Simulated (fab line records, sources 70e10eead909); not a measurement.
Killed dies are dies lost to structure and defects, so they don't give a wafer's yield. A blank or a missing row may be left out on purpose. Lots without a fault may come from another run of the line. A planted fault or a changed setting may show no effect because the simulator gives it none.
Chamber matching | flow nand_harc | NHARC_P_M2_DESCUM_14 on rie_diel-09: 4 sister chambers
The step chemistry O2, time 3 s. 39 wafers are shown with their chamber, then 12 later ones without.

WAFERS WITH THEIR CHAMBER
wafer  | chamber | showerhead_plenum_p_Torr (Torr) | drypump_motor_current_A (A) | oes_product_au (a.u.)
L074.1 | 3       | 1.85                            | 5.1                         | 1.007
L074.2 | 0       | 1.80                            | 4.9                         | 1.001
L074.6 | 0       | 1.80                            | 4.9                         | 0.989
L075.1 | 3       | 1.85                            | 5.2                         | 1.012
L075.2 | 1       | 1.92                            | 6.1                         | 1.004
L075.6 | 3       | 1.85                            | 5.2                         | 1.013
L076.1 | 1       | 1.92                            | 6.1                         | 1.000
L076.2 | 3       | 1.85                            | 5.1                         | 1.008
L076.3 | 0       | 1.80                            | 4.9                         | 0.985
L076.4 | 2       | 1.90                            | 5.0                         | 0.992
L076.5 | 2       | 1.90                            | 5.0                         | 0.992
L076.6 | 3       | 1.85                            | 5.1                         | 1.015
L077.3 | 2       | 1.90                            | 5.0                         | 0.995
L077.4 | 0       | 1.79                            | 4.9                         | 0.997
L077.5 | 0       | 1.79                            | 4.9                         | 0.979
L079.3 | 2       | 1.90                            | 5.0                         | 0.987
L079.5 | 1       | 1.92                            | 6.1                         | 1.000
L079.6 | 0       | 1.79                            | 4.9                         | 0.998
L081.1 | 1       | 1.92                            | 6.0                         | 0.990
L081.2 | 2       | 1.90                            | 5.0                         | 0.997
L081.5 | 3       | 1.85                            | 5.1                         | 0.995
L082.1 | 2       | 1.90                            | 5.0                         | 0.995
L082.3 | 0       | 1.79                            | 4.9                         | 0.996
L082.5 | 2       | 1.90                            | 5.0                         | 0.994
L083.2 | 1       | 1.92                            | 6.1                         | 1.001
L083.5 | 3       | 1.85                            | 5.1                         | 1.008
L083.6 | 2       | 1.90                            | 5.0                         | 0.992
L084.1 | 3       | 1.85                            | 5.1                         | 1.008
L084.4 | 2       | 1.90                            | 5.0                         | 1.003
L084.5 | 3       | 1.85                            | 5.1                         | 1.007
L085.1 | 0       | 1.79                            | 4.9                         | 0.996
L085.5 | 1       | 1.92                            | 6.0                         | 0.990
L085.6 | 0       | 1.79                            | 4.9                         | 0.997
L088.2 | 0       | 1.79                            | 4.9                         | 0.997
L088.4 | 2       | 1.90                            | 5.0                         | 0.992
L088.6 | 3       | 1.85                            | 5.1                         | 1.005
L086.1 | 1       | 1.92                            | 6.0                         | 0.994
L086.2 | 0       | 1.79                            | 4.9                         | 1.001
L086.4 | 2       | 1.90                            | 5.0                         | 0.994

SIGNATURES (means of the wafers above)
reading                  | chamber 0 | chamber 1 | chamber 2 | chamber 3 | scatter within a chamber
showerhead_plenum_p_Torr | 1.7927    | 1.9200    | 1.9000    | 1.8500    | 0.0025
drypump_motor_current_A  | 4.900     | 6.057     | 5.000     | 5.120     | 0.0308
oes_product_au           | 0.99418   | 0.99700   | 0.99391   | 1.00780   | 0.0056
Rule: a wafer's distance from a chamber is the root of the sum, over the readings, of the square of ((its reading less the chamber's mean) divided by the reading's scatter). The wafer belongs to the nearest chamber; if the next one is less than 2 further off, it can't be placed. The scatter: the root of (the sum of the squares of (reading less its chamber's mean) over the shown wafers, divided by (wafers less chambers)).

WAFERS WITHOUT THEIR CHAMBER
wafer  | showerhead_plenum_p_Torr (Torr) | drypump_motor_current_A (A) | oes_product_au (a.u.)
L087.1 | 1.85                            | 5.1                         | 1.008
L087.3 | 1.92                            | 6.0                         | 1.007
L087.5 | 1.85                            | 5.1                         | 1.021
L089.4 | 1.90                            | 5.0                         | 0.992
L089.5 | 1.85                            | 5.1                         | 1.002
L089.6 | 1.79                            | 4.9                         | 0.993
L091.1 | 1.79                            | 4.9                         | 0.999
L091.3 | 1.90                            | 5.0                         | 0.988
L091.6 | 1.92                            | 6.1                         | 0.999
L090.2 | 1.85                            | 5.1                         | 1.010
L090.4 | 1.79                            | 4.9                         | 0.998
L090.6 | 1.90                            | 5.0                         | 0.988

WHICH CHAMBER EACH WENT THROUGH
wafer  | from the rows above | in truth
L087.1 | 3                   | 3
L087.3 | 1                   | 1
L087.5 | 3                   | 3
L089.4 | 2                   | 2
L089.5 | 3                   | 3
L089.6 | 0                   | 0
L091.1 | 0                   | 0
L091.3 | 2                   | 2
L091.6 | 1                   | 1
L090.2 | 3                   | 3
L090.4 | 0                   | 0
L090.6 | 2                   | 2
Placed correctly: 12 of 12. Can't be placed from these rows: 0. Placed wrongly: 0.
